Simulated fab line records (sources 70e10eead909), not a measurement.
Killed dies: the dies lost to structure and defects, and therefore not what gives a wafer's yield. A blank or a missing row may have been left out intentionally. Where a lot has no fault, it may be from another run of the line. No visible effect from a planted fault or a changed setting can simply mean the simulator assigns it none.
Chamber matching / flow nand_harc / NHARC_P_M2_DEP_33 on pecvd-01: 3 sister chambers
The step deposits SiCN, target thk 30 nm. 3 wafers are shown with their chamber, then 9 later ones without.

== WAFERS WITH THEIR CHAMBER ==
wafer=L726.6; chamber=2; heater_power_w (W)=473
wafer=L727.1; chamber=0; heater_power_w (W)=662
wafer=L727.5; chamber=1; heater_power_w (W)=541

== WAFERS MISSING THEIR CHAMBER ==
wafer=L728.2; heater_power_w (W)=485
wafer=L728.3; heater_power_w (W)=604
wafer=L728.6; heater_power_w (W)=594
wafer=L737.3; heater_power_w (W)=509
wafer=L737.5; heater_power_w (W)=521
wafer=L737.6; heater_power_w (W)=679
wafer=L738.2; heater_power_w (W)=733
wafer=L738.4; heater_power_w (W)=527
wafer=L738.6; heater_power_w (W)=514

== WHICH CHAMBER EACH WENT THROUGH ==
wafer=L728.2; from the rows above=can't be placed: 2 or 1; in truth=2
wafer=L728.3; from the rows above=can't be placed: 0 or 1 or 2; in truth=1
wafer=L728.6; from the rows above=can't be placed: 1 or 0 or 2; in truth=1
wafer=L737.3; from the rows above=can't be placed: 1 or 2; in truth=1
wafer=L737.5; from the rows above=can't be placed: 1 or 2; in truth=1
wafer=L737.6; from the rows above=0; in truth=0
wafer=L738.2; from the rows above=0; in truth=0
wafer=L738.4; from the rows above=can't be placed: 1 or 2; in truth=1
wafer=L738.6; from the rows above=can't be placed: 1 or 2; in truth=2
Placed correctly: 2 of 9. Cannot be placed on the basis of these rows: 7; the candidates contain the true chamber in 7. Wrongly placed: 0.
How it was worked out, from the rows above alone: a wafer's distance from a chamber is the root of the sum, over the readings, of the square of ((its reading less the chamber's mean) divided by the reading's scatter). If the next closest chamber is less than 2 further off than the closest, the wafer can't be placed; otherwise it belongs to the closest. Each chamber's mean is taken over the wafers shown for it. The scatter: with one shown wafer a chamber, the root of the mean of the squares of how far each hidden wafer lies from its nearest shown one.
